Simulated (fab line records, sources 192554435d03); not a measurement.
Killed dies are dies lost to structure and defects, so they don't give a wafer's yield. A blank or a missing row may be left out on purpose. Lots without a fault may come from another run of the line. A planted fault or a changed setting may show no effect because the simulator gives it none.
Split-lot experiment | flow n5_finfet | 7 lots, 21 wafers read, on a route of 1938 steps

THE SPLIT
At N5_HKMG_FIN_ETCH_32 (etches SOC in N2/H2, target depth 240 nm, time 300 s), the setting bias_w was moved away from the recipe's 150 W on 8 of the 21 wafers read, by -17.9% to +17.3%. The other wafers ran this setting at the recipe's value.

The reading is taken at the split's own step.

THE READING
rf_vpp_V, in V, at N5_HKMG_FIN_ETCH_32 (etches SOC in N2/H2, target depth 240 nm, time 300 s). Fault-free wafers of this fab line usually give 523.3 V, standard deviation 2 V.

wafer  | tool, chamber at the split | bias_w as run, W | against the recipe | rf_vpp_V, V | against lot-mates on the recipe
L074.3 | rie_diel-03, 1             | 150              | recipe             | 525.7       | -
L074.4 | rie_diel-03, 3             | 150              | recipe             | 521.8       | -
L074.6 | rie_diel-03, 1             | 169.7            | +13.1%             | 567.0       | +43.2
L083.2 | rie_diel-01, 3             | 123.2            | -17.9%             | 465.6       | -55.9
L083.3 | rie_diel-01, 0             | 150              | recipe             | 521.5       | -
L083.6 | rie_diel-01, 0             | 123.2            | -17.9%             | 459.4       | -62.1
L084.1 | rie_diel-03, 0             | 150              | recipe             | 523.7       | -
L084.2 | rie_diel-03, 3             | 150              | recipe             | 523.7       | -
L084.5 | rie_diel-03, 3             | 150              | recipe             | 523.3       | -
L085.1 | rie_diel-01, 3             | 176              | +17.3%             | 581.5       | no lot-mate on the recipe
L085.2 | rie_diel-01, 1             | 176              | +17.3%             | 578.9       | no lot-mate on the recipe
L085.6 | rie_diel-01, 3             | 176              | +17.3%             | 582.4       | no lot-mate on the recipe
L089.1 | rie_diel-04, 0             | 150              | recipe             | 523.6       | -
L089.2 | rie_diel-04, 3             | 150              | recipe             | 520.7       | -
L089.4 | rie_diel-04, 1             | 150              | recipe             | 523.7       | -
L092.2 | rie_diel-03, 2             | 150              | recipe             | 525.0       | -
L092.4 | rie_diel-03, 3             | 150              | recipe             | 522.0       | -
L092.6 | rie_diel-03, 3             | 150              | recipe             | 523.3       | -
L096.2 | rie_diel-04, 3             | 150              | recipe             | 519.5       | -
L096.4 | rie_diel-04, 0             | 169.4            | +12.9%             | 564.0       | +44.5
L096.5 | rie_diel-04, 3             | 169.4            | +12.9%             | 562.4       | +42.9

THE FIT
A straight line over all 21 wafers: rf_vpp_V changes by +3.33 V for each +1% of bias_w; r = +1.00; the points scatter about the line by 2 V.
The same after taking each lot's own level away (the mean of its wafers on the recipe; 18 wafers): +3.32 V for each +1%; r = +1.00; scatter 1.6 V.
On that fit, the largest move of bias_w shifts the reading by 59 V.
The lots' own levels span 519.50 to 523.75 V, that is 2.1 times the standard deviation above.
So the lot-to-lot level changes the slope little: the two slopes agree.
Check: with one of the wafers moved furthest among these (-17.9%) left out of the fit, the line predicts -61 V for it against its lot-mates. It came out at -55.9 V against them.
Tool readings at the split's step, against how far the setting was moved: rf_vpp_V r = +1.00.

THE WHOLE CHAIN: every reading that the file lists as answering this split, in the file's order
step                | what it does                                         | reading                                                                           | change (the file's fit)               | r (the file's)
N5_HKMG_FIN_ETCH_32 | etches SOC in N2/H2, target depth 240 nm, time 300 s | rf_vpp_V                                                                          | +3.32 V for each +1% of the setting   | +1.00
N5_HKMG_FIN_ETCH_32 | etches SOC in N2/H2, target depth 240 nm, time 300 s | etch.depth_nm (the simulator's own value, which no gauge read)                    | +1.52 nm for each +1% of the setting  | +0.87
N5_HKMG_FIN_ETCH_32 | etches SOC in N2/H2, target depth 240 nm, time 300 s | HKMG_FIN.feature_depth_nm (the simulator's own value, which no gauge read)        | +1.52 nm for each +1% of the setting  | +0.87
N5_HKMG_FIN_ETCH_32 | etches SOC in N2/H2, target depth 240 nm, time 300 s | SiARC_of_HKMG_FIN_COAT_30.thk_nm (the simulator's own value, which no gauge read) | -0.196 nm for each +1% of the setting | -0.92

THE FILE'S OWN FIT
rf_vpp_V changes by +3.32 V for each +1% of bias_w, r = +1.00.
